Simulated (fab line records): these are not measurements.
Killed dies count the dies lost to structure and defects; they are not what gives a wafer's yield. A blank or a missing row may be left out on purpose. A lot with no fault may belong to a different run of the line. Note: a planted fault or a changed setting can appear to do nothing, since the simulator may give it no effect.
fab line records	flow nand_harc
record lots=6	wafers=18	last_day=32
route steps=1302 shown A_CONTACT@1073 A_BLC@1107 END@1302
lots with no fault: from the same line, run without faults
start_h: the number of hours between the record's first day and the start of the first shown wafer of the lot	wait_h: hours elapsed since this lot's preceding step	" same as the row above	L1.1+2: several wafers, shown together as one row	- no value, or no start was given	* or withheld: withheld	< > ~ a bound
route shown NAME@n: NAME is a module with steps in the file, n the number in the route of the first one	usual: mean and standard deviation over wafers with no fault	same: alike in all rows	chamber/n: place in a boat	sites: per-site readings	_std_site: standard deviation across them	_edge_site: mean of outer sites minus mean of inner sites	radius_mm: how far each site lies from the wafer's centre	mask NAME#n: copy n	behind: tool/chamber where the wafer was last shaped	hold: cause of the lot's hold/its duration in hours/its outcome	device: whichever transistor did not switch (one of n, p or np)	end of line: at the end of the route, the tests of the same wafers	a step without rows: its recipe alone	killed: count of dies lost to structure and defects at first sort (not the wafer's yield)	map: the dies of a wafer, with x for killed, . for not killed, _ for no die there
set.NAME: the run value of the setting; set.NAME@STEP: its run value at that earlier step	model.NAME: the simulator's own value behind a step, which no gauge read
lots seen at some steps along the route; tables by step, rows by wafer
services: from which hour (start_h, from the record's first day; less than 0 if before it) a tool's chamber was out of use, for how many hours, and why
## steps
# step NHARC_A_CONTACT_SOFTBAKE_03
# recipe temp_c=105	time_s=55
# step NHARC_A_CONTACT_EBR_04
# step NHARC_A_CONTACT_EXPOSE_05
# recipe na=1.35	sigma_outer=0.8	dose_mj=84.24	mask_id=A_CC
# step NHARC_A_CONTACT_PEB_06
# recipe peb_temp_c=100	peb_time_s=65
# step NHARC_A_CONTACT_DEVELOP_07
# recipe develop_time_s=35	dev_temp_c=23
# step NHARC_A_CONTACT_CD_MEAS_08
# recipe target_cd_nm=200	landing_energy_ev=500
# usual cd_nm=200.2/0.63
lot.wafer	tool	chamber	start_h	wait_h	cd_nm
L682.2	cd_sem-01	0	541.44	-	200.8
L682.3	"	0	"	"	201.6
L682.6	"	0	"	"	200.7
L685.1	cd_sem-01	0	554.58	-	200.2
L685.5	"	0	"	"	199.8
L685.6	"	0	"	"	200.6
L690.2	cd_sem-02	0	634.35	-	199.6
L690.3	"	0	"	"	200.4
L690.6	"	0	"	"	200.1
L691.2	cd_sem-02	0	645.50	-	200.5
L691.5	"	0	"	"	199.4
L691.6	"	0	"	"	200.8
L695.1	cd_sem-02	0	671.53	-	201.1
L695.3	"	0	"	"	199.8
L695.4	"	0	"	"	200.9
L699.1	cd_sem-01	0	707.93	-	200.1
L699.4	"	0	"	"	201.5
L699.6	"	0	"	"	199.1
# step NHARC_A_CONTACT_OVL_MEAS_09
# usual overlay_x_nm=0.1/0.74	overlay_y_nm=-0.1/0.85
lot.wafer	tool	chamber	start_h	wait_h	overlay_x_nm	overlay_y_nm
L682.2	overlay-02	-	541.53	-	0.7	-0.4
L682.3	"	-	"	"	0.3	-0.6
L682.6	"	-	"	"	0.7	-0.3
L685.1	overlay-02	-	554.67	-	-0.9	-0.6
L685.5	"	-	"	"	-0.8	-0.9
L685.6	"	-	"	"	-0.8	-0.8
L690.2	overlay-02	-	634.43	-	1.7	-0.3
L690.3	"	-	"	"	1.5	-0.1
L690.6	"	-	"	"	1.0	-0.4
L691.2	overlay-01	-	645.59	-	0.6	-1.0
L691.5	"	-	"	"	0.6	-0.7
L691.6	"	-	"	"	0.4	-1.2
L695.1	overlay-01	-	671.62	-	0.2	2.3
L695.3	"	-	"	"	0.2	1.5
L695.4	"	-	"	"	0.7	2.1
L699.1	overlay-02	-	708.01	-	0.7	0.0
L699.4	"	-	"	"	0.2	-0.4
L699.6	"	-	"	"	-0.2	0.1
# step NHARC_A_CONTACT_INSPECT_10
# usual raw_defect_count=80/32
lot.wafer	tool	chamber	start_h	wait_h	raw_defect_count
L682.2	defect_inspect-02	-	541.56	0.0	84
L682.3	"	-	"	"	77
L682.6	"	-	"	"	62
L685.1	defect_inspect-01	-	554.70	0.0	107
L685.5	"	-	"	"	111
L685.6	"	-	"	"	109
L690.2	defect_inspect-01	-	634.47	0.0	152
L690.3	"	-	"	"	113
L690.6	"	-	"	"	149
L691.2	defect_inspect-01	-	645.62	0.0	67
L691.5	"	-	"	"	71
L691.6	"	-	"	"	77
L695.1	defect_inspect-01	-	671.65	0.0	115
L695.3	"	-	"	"	118
L695.4	"	-	"	"	110
L699.1	defect_inspect-01	-	708.05	0.0	144
L699.4	"	-	"	"	104
L699.6	"	-	"	"	134
# step NHARC_A_CONTACT_DESCUM_13
# recipe time_s=3	o2_flow_sccm=200	ar_flow_sccm=0	bias_power_w=0	chemistry=O2
# step NHARC_A_CONTACT_ETCH_88
# recipe target_depth_a=390	over_etch_frac=0.3	time_s=65	ion_energy_ev=80	cf4_flow_sccm=150	ar_flow_sccm=0	rf_w=300	bias_w=100	chemistry=CF4
# usual drypump_motor_current_A=5.6/0.33	oes_product_au=1.004/0.013	rf_vpp_V=150.9/1.2	showerhead_plenum_p_Torr=1.74/0.071	throttle_valve_pct=13.284/0.0082
lot.wafer	tool	chamber	start_h	wait_h	drypump_motor_current_A	oes_product_au	rf_hours_counter_h	rf_vpp_V	showerhead_plenum_p_Torr	throttle_valve_pct
L682.3	rie_diel-03	1	541.71	0.1	5.1	1.006	15	152.2	1.71	13.267
L682.2	"	3	"	"	5.2	0.993	13	151.3	1.87	13.273
L682.6	"	2	"	"	5.8	0.993	-	150.3	1.69	13.285
L685.1	rie_diel-03	0	554.85	0.1	5.8	1.019	18	149.2	1.66	13.279
L685.5	"	0	"	"	5.8	1.012	-	149.7	1.66	13.278
L685.6	"	1	"	"	5.1	1.015	-	151.7	1.71	13.278
L690.2	rie_diel-03	1	634.62	0.1	5.1	1.001	31	150.9	1.71	13.301
L690.3	"	3	"	"	5.2	0.983	31	152.7	1.86	13.280
L690.6	"	1	"	"	5.1	0.994	-	149.4	1.71	13.291
L691.2	rie_diel-03	1	645.78	0.1	5.1	1.014	0	150.1	1.71	13.276
L691.5	"	3	"	"	5.3	0.986	-	150.9	1.86	13.280
L691.6	"	0	"	"	5.8	1.023	-	149.7	1.66	13.280
L695.3	rie_diel-12	1	671.80	0.1	5.6	1.007	16	149.2	1.69	13.285
L695.1	"	3	"	"	6.0	1.006	18	152.8	1.79	13.271
L695.4	"	0	"	"	5.8	1.010	18	150.2	1.70	13.289
L699.4	rie_diel-08	3	708.22	0.1	6.4	0.991	50	151.9	1.81	13.277
L699.1	"	1	"	"	5.5	1.004	53	149.2	1.68	13.289
L699.6	"	3	"	"	6.4	0.986	-	151.2	1.81	13.271
# step NHARC_A_CONTACT_ETCH_89
# recipe target_depth_a=2600	over_etch_frac=0.3	time_s=475.3	ion_energy_ev=200	n2_flow_sccm=150	h2_flow_sccm=150	ar_flow_sccm=0	rf_w=400	bias_w=150	chemistry=N2/H2
# step NHARC_A_CONTACT_ETCH_30
# recipe target_depth_a=726	time_s=36.3	cf4_flow_sccm=100	chf3_flow_sccm=30	ar_flow_sccm=0	rf_w=500	bias_w=200	chemistry=CF4/CHF3
# step NHARC_A_CONTACT_ETCH_31
# recipe target_depth_a=28000	over_etch_frac=0.3	time_s=728	ion_energy_ev=150	o2_flow_sccm=400	cos_flow_sccm=20	ar_flow_sccm=0	rf_w=500	bias_w=300	chemistry=O2/COS
# usual drypump_motor_current_A=5.7/0.33	oes_product_au=1.002/0.012	rf_vpp_V=313.3/2.1	showerhead_plenum_p_Torr=3.07/0.13	throttle_valve_pct=28.330/0.0086
lot.wafer	tool	chamber	start_h	wait_h	drypump_motor_current_A	oes_product_au	rf_hours_counter_h	rf_vpp_V	showerhead_plenum_p_Torr	throttle_valve_pct
L682.3	rie_diel-03	0	542.28	-	5.8	0.996	15	310.3	2.93	28.331
L682.2	"	2	"	"	5.8	0.990	15	311.6	2.98	28.338
L682.6	"	0	"	"	5.8	1.013	-	310.8	2.93	28.328
L685.1	rie_diel-03	2	555.46	-	5.7	0.992	17	312.8	2.97	28.316
L685.6	"	0	"	"	5.8	1.013	-	310.8	2.93	28.332
L685.5	"	1	"	"	5.1	1.011	-	312.2	3.02	28.323
L690.2	rie_diel-03	0	635.13	-	5.8	1.004	35	311.2	2.92	28.334
L690.3	"	3	"	"	5.2	0.994	31	317.0	3.29	28.335
L690.6	"	1	"	"	5.1	1.007	-	312.4	3.01	28.326
L691.2	rie_diel-03	0	646.39	-	5.8	1.014	0	309.7	2.92	28.347
L691.5	"	2	"	"	5.8	0.993	-	310.6	2.97	28.336
L691.6	"	3	"	"	5.3	0.985	-	316.7	3.29	28.328
L695.1	rie_diel-12	3	672.31	-	6.1	1.003	18	313.9	3.16	28.335
L695.4	"	0	"	"	5.8	1.010	19	313.2	3.01	28.326
L695.3	"	2	"	"	5.8	1.005	6	315.0	3.16	28.318
L699.1	rie_diel-08	2	708.84	-	5.9	0.988	50	314.6	3.16	28.340
L699.4	"	0	"	"	5.8	1.009	56	318.4	3.34	28.342
L699.6	"	2	"	"	5.9	0.999	-	313.8	3.16	28.331
# step NHARC_A_CONTACT_ETCH_134
# recipe source_w=withheld	pressure_mtorr=20	bias_v=withheld	time_s=140	target_depth_a=7000	ar_flow_sccm=withheld	c4f8_flow_sccm=withheld	o2_flow_sccm=withheld	chemistry=C4F8/O2/Ar
# step NHARC_A_CONTACT_ETCH_135
# recipe source_w=withheld	pressure_mtorr=20	bias_v=1200	time_s=311	target_depth_a=19120	ar_flow_sccm=withheld	c4f8_flow_sccm=withheld	o2_flow_sccm=withheld	chemistry=C4F8/O2/Ar
# step NHARC_A_CONTACT_ETCH_136
# recipe source_w=withheld	pressure_mtorr=20	bias_v=1200	time_s=311	target_depth_a=19120	ar_flow_sccm=withheld	c4f8_flow_sccm=withheld	o2_flow_sccm=withheld	chemistry=C4F8/O2/Ar
# step NHARC_A_CONTACT_ETCH_137
# recipe source_w=withheld	pressure_mtorr=20	bias_v=1200	time_s=311	target_depth_a=19120	ar_flow_sccm=withheld	c4f8_flow_sccm=withheld	o2_flow_sccm=withheld	chemistry=C4F8/O2/Ar
# step NHARC_A_CONTACT_ETCH_138
# recipe source_w=withheld	pressure_mtorr=20	bias_v=1200	time_s=311	target_depth_a=19140	ar_flow_sccm=withheld	c4f8_flow_sccm=withheld	o2_flow_sccm=withheld	chemistry=C4F8/O2/Ar
lot.wafer	tool	chamber	start_h	wait_h	rf_hours_counter_h
L682.2	har_cap_etch-03	0	543.77	0.2	51
L682.3	"	1	"	"	-
L682.6	"	0	"	"	-
L685.1	har_cap_etch-02	0	556.89	0.2	98
L685.6	"	0	"	"	-
L685.5	"	1	"	"	-
L690.2	har_cap_etch-03	0	636.92	0.2	67
L690.3	"	1	"	"	-
L690.6	"	1	"	"	-
L691.2	har_cap_etch-02	0	647.83	0.2	115
L691.5	"	0	"	"	-
L691.6	"	1	"	"	-
L695.1	har_cap_etch-01	0	673.86	0.2	31
L695.3	"	0	"	"	-
L695.4	"	1	"	"	-
L699.1	har_cap_etch-02	1	710.39	0.2	126
L699.4	"	1	"	"	-
L699.6	"	0	"	"	-
# step NHARC_A_CONTACT_ETCH_139
# recipe source_w=withheld	pressure_mtorr=20	bias_v=400	time_s=195	target_depth_a=8400	ar_flow_sccm=withheld	c4f8_flow_sccm=11.5	o2_flow_sccm=7.2	chemistry=C4F8/O2/Ar
lot.wafer	tool	chamber	start_h	wait_h	rf_hours_counter_h
L682.2	har_cap_etch-03	0	544.04	0.2	52
L682.3	"	1	"	"	-
L682.6	"	0	"	"	-
L685.1	har_cap_etch-02	0	557.17	0.2	98
L685.6	"	0	"	"	-
L685.5	"	1	"	"	-
L690.2	har_cap_etch-03	0	637.20	0.2	67
L690.3	"	1	"	"	-
L690.6	"	1	"	"	-
L691.2	har_cap_etch-02	0	648.10	0.2	115
L691.5	"	0	"	"	-
L691.6	"	1	"	"	-
L695.1	har_cap_etch-01	0	674.13	0.2	31
L695.3	"	0	"	"	-
L695.4	"	1	"	"	-
L699.1	har_cap_etch-02	1	710.66	0.2	126
L699.4	"	1	"	"	-
L699.6	"	0	"	"	-
# step NHARC_A_CONTACT_ETCH_92
# recipe target_depth_a=400	over_etch_frac=0.5	time_s=85.7	ion_energy_ev=120	ch3f_flow_sccm=50	o2_flow_sccm=30	ar_flow_sccm=200	rf_w=500	bias_w=100	chemistry=CH3F/O2
# step NHARC_A_CONTACT_ETCH_98
# recipe target_depth_a=200	over_etch_frac=0.5	time_s=10	ion_energy_ev=250	c4f6_flow_sccm=25	o2_flow_sccm=20	ar_flow_sccm=500	rf_w=600	bias_w=500	chemistry=C4F6/O2
# step NHARC_A_CONTACT_CD_MEAS_15
# usual cd_nm=190.0/0.87
lot.wafer	tool	chamber	start_h	wait_h	cd_nm
L682.2	cd_sem-01	-	544.82	-	191.7
L682.3	"	-	"	"	190.8
L682.6	"	-	"	"	191.0
L685.1	cd_sem-03	-	557.94	-	190.9
L685.5	"	-	"	"	190.6
L685.6	"	-	"	"	189.3
L690.2	cd_sem-01	-	637.98	-	188.8
L690.3	"	-	"	"	189.9
L690.6	"	-	"	"	189.5
L691.2	cd_sem-02	-	648.91	-	190.7
L691.5	"	-	"	"	189.5
L691.6	"	-	"	"	190.7
L695.1	cd_sem-02	-	674.91	-	188.6
L695.3	"	-	"	"	188.9
L695.4	"	-	"	"	188.8
L699.1	cd_sem-02	-	711.47	-	189.0
L699.4	"	-	"	"	188.7
L699.6	"	-	"	"	189.2
# step NHARC_A_CONTACT_STRIP_107
# recipe n2_flow_sccm=150	h2_flow_sccm=150	ar_flow_sccm=0	bias_w=0	chemistry=N2/H2
# step NHARC_A_CONTACT_STRIP_108
# recipe cf4_flow_sccm=100	chf3_flow_sccm=30	ar_flow_sccm=0	bias_w=0	chemistry=CF4/CHF3
# step NHARC_A_CONTACT_STRIP_109
# recipe o2_flow_sccm=400	cos_flow_sccm=20	ar_flow_sccm=0	bias_w=0	chemistry=O2/COS
# step NHARC_A_CONTACT_ETCH_110
# recipe target_depth_a=600	overetch_a=60	time_s=33	ion_energy_ev=100	cf4_flow_sccm=80	o2_flow_sccm=20	ar_flow_sccm=0	rf_w=300	bias_w=100	chemistry=CF4/O2
# usual drypump_motor_current_A=5.7/0.33	oes_f_703_au=1.000/0.0048	oes_product_au=1.003/0.014	rf_vpp_V=197.3/1.5	showerhead_plenum_p_Torr=1.31/0.058	throttle_valve_pct=13.397/0.0074
lot.wafer	tool	chamber	start_h	wait_h	drypump_motor_current_A	oes_f_703_au	oes_product_au	rf_hours_counter_h	rf_vpp_V	showerhead_plenum_p_Torr	throttle_valve_pct
L682.2	rie_diel-03	0	545.11	0.1	5.8	1.000	1.026	16	195.3	1.25	13.399
L682.3	"	3	"	"	5.3	0.999	0.998	13	200.6	1.41	13.390
L682.6	"	0	"	"	5.8	0.994	1.026	-	195.1	1.25	13.394
L685.1	rie_diel-12	0	558.24	0.1	5.8	1.003	1.001	43	196.2	1.29	13.392
L685.5	"	1	"	"	5.6	1.007	1.013	-	198.4	1.28	13.395
L685.6	"	2	"	"	5.8	1.001	1.018	-	198.5	1.36	13.388
L690.2	rie_diel-12	3	638.37	0.1	6.0	0.996	1.022	2	198.0	1.35	13.401
L690.3	"	0	"	"	5.8	0.998	1.027	2	196.7	1.29	13.390
L690.6	"	3	"	"	6.0	1.004	1.013	-	197.9	1.35	13.408
L691.2	rie_diel-12	1	649.24	0.1	5.6	1.003	1.007	8	196.6	1.27	13.402
L691.6	"	3	"	"	6.0	1.004	1.033	-	196.4	1.35	13.382
L691.5	"	1	"	"	5.6	1.002	1.009	-	198.2	1.27	13.389
L695.1	rie_diel-03	1	675.24	0.1	5.1	1.008	1.024	3	195.6	1.29	13.374
L695.3	"	2	"	"	5.8	0.997	0.969	4	197.5	1.27	13.396
L695.4	"	2	"	"	5.8	1.001	0.968	-	195.9	1.27	13.392
L699.4	rie_diel-08	3	712.78	1.1	6.3	1.000	0.984	53	198.4	1.37	13.387
L699.1	"	2	"	"	5.9	0.996	0.995	52	199.5	1.35	13.399
L699.6	"	0	"	"	5.8	1.001	1.012	-	200.0	1.43	13.396
# step NHARC_A_CONTACT_STRIP_26
# recipe o2_flow_sccm=500	ar_flow_sccm=0	bias_w=0	chemistry=O2
# step NHARC_A_CONTACT_STRIP_27
# recipe time_s=600	temp_c=30	chemistry=post_etch_residue_remover
# step NHARC_A_CONTACT_ALD_18
# recipe target_thk_a=30	pulse_time_s=1	ald_cycles=150	temp_c=450	material=TiN
# step NHARC_A_CONTACT_CVD_19
# recipe target_thk_a=3000	temp_c=300	pressure_torr=40	wf6_flow_sccm=40	h2_flow_sccm=1600	ar_flow_sccm=1560	time_s=802	material=W
# usual heater_power_w=456/25	mfc_wf6_sccm=40.01/0.11	throttle_valve_pct=7.83/0.19
lot.wafer	tool	chamber	start_h	wait_h	heater_power_w	mfc_wf6_sccm	throttle_valve_pct
L682.2	cvd_w-02	1	546.07	-	491	40.14	8.00
L682.3	"	1	"	"	497	40.04	7.58
L682.6	"	1	"	"	502	40.11	7.76
L685.1	cvd_w-02	1	-	-	501	39.95	7.87
L685.6	"	1	"	"	497	40.10	7.57
L685.5	"	0	"	"	463	40.08	7.80
L690.2	cvd_w-01	1	-	-	434	39.96	7.77
L690.3	"	1	"	"	443	40.05	7.60
L690.6	"	1	"	"	437	40.09	7.66
L691.2	cvd_w-01	0	-	-	456	40.08	7.81
L691.5	"	1	"	"	434	40.16	7.89
L691.6	"	0	"	"	452	39.83	7.78
L695.1	cvd_w-01	0	-	-	465	40.20	7.85
L695.4	"	1	"	"	428	40.25	7.76
L695.3	"	0	"	"	454	39.91	7.96
L699.1	cvd_w-01	0	-	-	455	40.03	7.92
L699.4	"	0	"	"	453	40.07	8.22
L699.6	"	1	"	"	437	40.01	8.01
# step NHARC_A_CONTACT_CMP_20
# recipe t_overpolish_s=30	target_thk_nm=300
# step NHARC_A_CONTACT_SRD_22
# step NHARC_A_BLC_DEHYDRATE_00
# recipe temp_c=150	time_s=120
# step NHARC_A_BLC_HMDS_01
# recipe time_s=30
# step NHARC_A_BLC_COAT_02
# recipe temp_c=260	time_s=75
# step NHARC_A_BLC_COAT_03
# recipe temp_c=225	time_s=65
# step NHARC_A_BLC_COAT_04
# recipe spin_rpm=1500	resist_thk_nm=90
# step NHARC_A_BLC_SOFTBAKE_05
# recipe temp_c=105	time_s=55
# step NHARC_A_BLC_EBR_06
# step NHARC_A_BLC_EXPOSE_07
# recipe na=1.35	target_cd_nm=100	dose_mj=67.97	mask_id=A_BLC
# step NHARC_END_SORT_01
# recipe temp_c=25
# usual killed_at_array=56/17	killed_at_other=1.2/1.4	killed_at_periphery=4/3.2	killed_dies=61/16	killed_open=3.6/2.1	killed_short=2.7/1.8
# same gross_dies=677
lot.wafer	tool	chamber	start_h	wait_h	killed_at_array	killed_at_other	killed_at_periphery	killed_dies	killed_open	killed_short
L682.2	prober-02	0	594.72	2.8	45	5	3	53	3	1
L682.3	prober-02	0	595.52	3.1	50	5	2	57	4	4
L682.6	prober-02	0	597.92	4.0	50	4	3	57	4	2
L685.1	prober-01	0	603.26	2.5	59	3	6	68	1	2
L685.5	prober-01	0	606.48	3.7	57	1	4	62	2	0
L685.6	prober-01	0	607.28	4.0	74	3	0	77	2	1
L690.2	prober-01	0	684.93	2.8	135	0	3	138	5	1
L690.3	prober-01	0	685.73	3.1	162	0	4	166	1	1
L690.6	prober-01	0	688.13	4.0	130	0	1	131	2	3
L691.2	prober-02	0	707.38	2.9	118	1	9	128	6	6
L691.5	prober-02	0	709.79	3.7	137	0	3	140	8	3
L691.6	prober-02	0	710.59	4.0	149	0	1	150	3	3
L695.1	prober-02	0	721.63	2.5	59	1	4	64	5	2
L695.3	prober-02	0	723.21	3.1	64	1	3	68	1	4
L695.4	prober-02	0	724.01	3.4	70	2	3	75	3	0
L699.1	prober-01	0	763.23	2.5	91	2	3	96	1	1
L699.4	prober-01	0	765.63	3.4	65	2	1	68	3	2
L699.6	prober-01	0	767.23	4.0	87	3	0	90	1	2
# killed by level:class
L682.2 A_CHANNEL_HOLE_D1:chamber_film_flake=33 A_CHANNEL_HOLE_D2:chamber_film_flake=7 THIN_TSV:chamber_film_flake=5 A_STAIRCASE:chamber_film_flake=3 P_M0:geometric_particle:open=1 P_BONDPAD:geometric_particle:open=1 A_WL_FILL:geometric_particle:short=1 A_BLC:geometric_particle:open=1
L682.3 A_CHANNEL_HOLE_D1:chamber_film_flake=24 A_CHANNEL_HOLE_D2:chamber_film_flake=13 THIN_TSV:chamber_film_flake=4 A_CONTACT:chamber_film_flake=3 A_CHANNEL_FILL_D1:chamber_film_flake=2 P_M0:geometric_particle:short=1 A_ONON_D1:geometric_particle:open=1 A_CHANNEL_FILL_D1:geometric_particle:short=1
L682.6 A_CHANNEL_HOLE_D1:chamber_film_flake=36 A_CHANNEL_HOLE_D2:chamber_film_flake=7 THIN_TSV:chamber_film_flake=4 P_CONTACT:geometric_particle:open=1 P_CONTACT:geometric_particle:short=1 A_ONON_D1:geometric_particle:open=1 A_CHANNEL_HOLE_D1:geometric_particle:open=1 A_BLC:geometric_particle:short=1
L685.1 A_SLIT:chamber_film_flake=24 A_CHANNEL_HOLE_D2:chamber_film_flake=21 A_CONTACT:chamber_film_flake=4 A_CHANNEL_HOLE_D1:chamber_film_flake=3 A_CHANNEL_FILL_D1:chamber_film_flake=3 THIN_TSV:chamber_film_flake=3 P_GATE:geometric_particle:open=1 P_M1:geometric_particle:short=1
L685.5 A_SLIT:chamber_film_flake=30 A_CHANNEL_HOLE_D2:chamber_film_flake=18 A_CHANNEL_FILL_D1:chamber_film_flake=5 P_ZERO_WELL:chamber_film_flake=2 A_STAIRCASE:chamber_film_flake=2 P_M0:geometric_particle:open=1 A_CHANNEL_FILL_D1:geometric_particle:open=1 P_GATE:chamber_film_flake=1
L685.6 A_CHANNEL_HOLE_D2:chamber_film_flake=40 A_SLIT:chamber_film_flake=23 A_CONTACT:chamber_film_flake=6 THIN_TSV:chamber_film_flake=3 A_ONON_D2:geometric_particle:open=1 A_CHANNEL_FILL_D2:geometric_particle:open=1 A_SLIT:geometric_particle:short=1 A_CHANNEL_HOLE_D1:chamber_film_flake=1
L690.2 A_CONTACT:unspecified=61 A_SLIT:chamber_film_flake=31 A_CHANNEL_HOLE_D1:chamber_film_flake=23 A_CHANNEL_HOLE_D2:chamber_film_flake=11 A_ONON_D2:geometric_particle:open=2 A_DECK1_JOINT:chamber_film_flake=2 P_GATE:geometric_particle:short=1 P_CONTACT:geometric_particle:open=1
L690.3 A_CONTACT:unspecified=98 A_CHANNEL_HOLE_D1:chamber_film_flake=23 A_SLIT:chamber_film_flake=20 A_CHANNEL_HOLE_D2:chamber_film_flake=11 A_ZERO_WELL:chamber_film_flake=3 P_ZERO_WELL:chamber_film_flake=2 A_STAIRCASE:chamber_film_flake=2 A_CONTACT:chamber_film_flake=2
L690.6 A_CONTACT:unspecified=74 A_SLIT:chamber_film_flake=21 A_CHANNEL_HOLE_D1:chamber_film_flake=18 A_CHANNEL_HOLE_D2:chamber_film_flake=4 A_CONTACT:chamber_film_flake=3 A_ONON_D2:geometric_particle:short=2 A_DECK1_JOINT:chamber_film_flake=2 A_STAIRCASE:chamber_film_flake=2
L691.2 A_CONTACT:unspecified=56 A_SLIT:chamber_film_flake=30 A_CHANNEL_HOLE_D1:chamber_film_flake=7 P_M2:chamber_film_flake=6 A_CONTACT:chamber_film_flake=5 A_ONON_D2:geometric_particle:open=3 A_ZERO_WELL:chamber_film_flake=2 A_CHANNEL_FILL_D1:chamber_film_flake=2
L691.5 A_CONTACT:unspecified=91 A_SLIT:chamber_film_flake=23 A_CHANNEL_FILL_D1:chamber_film_flake=4 P_GATE:geometric_particle:open=2 A_ONON_D1:geometric_particle:open=2 A_WL_FILL:geometric_particle:short=2 A_CHANNEL_HOLE_D1:chamber_film_flake=2 A_DECK1_JOINT:chamber_film_flake=2
L691.6 A_CONTACT:unspecified=96 A_SLIT:chamber_film_flake=28 A_CONTACT:chamber_film_flake=9 A_CHANNEL_HOLE_D1:chamber_film_flake=4 A_CHANNEL_FILL_D1:chamber_film_flake=2 P_CONTACT:geometric_particle:open=1 A_ONON_D2:geometric_particle:short=1 A_CHANNEL_FILL_D2:geometric_particle:short=1
L695.1 A_SLIT:chamber_film_flake=28 A_CHANNEL_HOLE_D1:chamber_film_flake=23 A_STAIRCASE:chamber_film_flake=3 P_M0:geometric_particle:open=2 P_CONTACT:geometric_particle:short=1 A_SOURCE_PLATE:geometric_particle:open=1 A_CHANNEL_HOLE_D1:geometric_particle:open=1 A_CHANNEL_FILL_D2:geometric_particle:open=1
L695.3 A_SLIT:chamber_film_flake=35 A_CHANNEL_HOLE_D1:chamber_film_flake=20 A_STAIRCASE:chamber_film_flake=4 A_WL_FILL:geometric_particle:short=2 P_M0:chamber_film_flake=2 A_CHANNEL_HOLE_D1:geometric_particle:short=1 A_CHANNEL_FILL_D1:geometric_particle:short=1 A_CHANNEL_FILL_D1:geometric_particle:open=1
L695.4 A_SLIT:chamber_film_flake=33 A_CHANNEL_HOLE_D1:chamber_film_flake=28 THIN_TSV:chamber_film_flake=2 P_M0:chamber_film_flake=2 A_STAIRCASE:chamber_film_flake=2 A_WL_FILL:chamber_film_flake=2 A_CHANNEL_FILL_D2:chamber_film_flake=1 A_DECK1_JOINT:geometric_particle:open=1
L699.1 A_SLIT:chamber_film_flake=29 A_CHANNEL_HOLE_D2:chamber_film_flake=24 A_CHANNEL_HOLE_D1:chamber_film_flake=13 A_CONTACT:chamber_film_flake=6 A_M1:chamber_film_flake=4 P_M2:chamber_film_flake=3 A_CHANNEL_FILL_D1:chamber_film_flake=3 A_DECK1_JOINT:chamber_film_flake=3
L699.4 A_SLIT:chamber_film_flake=20 A_CHANNEL_HOLE_D2:chamber_film_flake=19 A_CHANNEL_HOLE_D1:chamber_film_flake=16 A_CONTACT:chamber_film_flake=3 HYBRID_BOND:chamber_film_flake=2 P_CONTACT:geometric_particle:open=1 A_CHANNEL_FILL_D2:geometric_particle:short=1 A_SLIT:geometric_particle:open=1
L699.6 A_SLIT:chamber_film_flake=28 A_CHANNEL_HOLE_D2:chamber_film_flake=27 A_CHANNEL_HOLE_D1:chamber_film_flake=14 A_CONTACT:chamber_film_flake=7 A_WL_FILL:chamber_film_flake=3 A_M1:chamber_film_flake=3 HYBRID_BOND:chamber_film_flake=3 A_CHANNEL_FILL_D1:geometric_particle:short=1
# map L690.3 (x killed, . not)
____________.____________
_________......._________
_______..........._______
______.............______
_____..............._____
____.........x.......____
____.......xx.x......____
___.......xxxxx.......___
___.....x.xxxx........___
__.......xxxxx..x......__
__......xxxxxxx........__
_.......xxxxxxxx........_
_...x...xxxxxxxx.......x_
_......xxxxxxxxx......x._
_......xxxxxxxxxx......._
_......xxxxxxxxx........_
.......xxxxxxxxx.......x.
.........xxxxxxx.......x.
.......xxxxxxxx..........
...........xxx...........
.........x.x..x..........
_...........x..........._
_.................xxx..._
_..............x...xx.x._
_..x...........x.x......_
_....x.........x........_
__.x............xx.....__
__.xx..x...x..x.xx.x.x.__
___xxxx.........xx..x.___
___xxxxx.......xxxx...___
____xx...x....xxx...x____
____xx...........x...____
_____xx.......x.xx.._____
______xxx..........______
_______......x...._______
_________......._________
____________.____________
# map L691.6 (x killed, . not)
____________.____________
_________......._________
_______..........._______
______.....xx......______
_____..........x...._____
____......x..........____
____........x........____
___x...x..x..x........___
___.x..x.xxxxx........___
__.x.....xxxxx.........__
__.......xxxxxxx.......__
_...x...xxxxxxxx........_
_......xxxxxxxxx.......x_
_.......xxxxxxxx........_
_....x...xxxxxx........._
_.....xxxxxxxxxx........_
x......xxxxxxxx.x........
.......x.xxxxxxx.x.......
........xxxxxxxx.........
..........xxx.x..........
........x..xx............
_...........x.x.....x..._
_......................x_
_......................._
_......................._
_...............x......._
__..x...........x..xxx.__
__.............xxx.....__
___...........xxxxxx..___
___.............xx....___
____..........xxxxxx.____
____...x.....xxx.xx..____
_____.x.......xxxxxx_____
______..........xx.______
_______..........x_______
_________......._________
____________.____________
## services
tool	chamber	start_h	hours	kind
cvd_w-01	-	534.52	15.2	repair
cvd_w-02	1	537.13	3.6	repair
rie_diel-03	0	541.40	-	clean
rie_diel-03	1	541.40	-	clean
rie_diel-03	2	541.40	-	clean
rie_diel-03	3	541.40	-	clean
rie_diel-12	1	544.04	2.3	repair
rie_diel-08	-	544.88	9.0	pm
cvd_w-01	-	549.73	13.0	pm
rie_diel-03	0	565.90	-	clean
rie_diel-12	2	582.04	17.2	repair
rie_diel-08	3	590.36	5.6	repair
rie_diel-03	-	600.39	0.8	repair
cvd_w-01	1	603.67	13.1	repair
rie_diel-08	2	611.67	5.8	repair
har_cap_etch-03	-	615.56	0.6	repair
rie_diel-12	-	624.46	9.0	pm
rie_diel-12	1	633.81	3.7	repair
rie_diel-03	-	635.90	9.0	pm
rie_diel-12	2	638.94	16.7	repair
cvd_w-02	-	642.21	13.0	pm
rie_diel-03	-	666.95	0.5	repair
rie_diel-08	1	678.67	1.2	repair
cvd_w-01	-	702.92	1.2	repair
## key
first_sign step=NHARC_END_SORT_01	reading=killed_at_array	direction=up	sigmas=5	usual=56	struck=138
effect step=NHARC_END_SORT_01	reading=killed_dies	direction=up	sigmas=4.9	usual=61	struck=142
more_kills_born_at NHARC_A_CONTACT_ETCH_31@rie_diel-03=468
met_at NHARC_A_CONTACT_ETCH_31
struck_wafers L690.2,L690.3,L690.6,L691.2,L691.5,L691.6
tester_left_out L690,L691
onset_between 555.46 635.13
also_fits NHARC_A_CONTACT_ETCH_88:rie_diel-03,NHARC_A_CONTACT_ETCH_110:rie_diel-12
fault kind=chamber_particle_source	tool=rie_diel-03	chamber=-	onset_h=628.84	steps=NHARC_A_CONTACT_ETCH_31	rate_per_visit_cm2=1.4752	end_h=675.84
# tester_left_out: of these lots the tester's yield and bins aren't shown, on N5 and GAA mostly nor the transistor test; their killed dies are dies lost to structure and defects alone, not to doping, threshold or leakage, so they don't give the yield
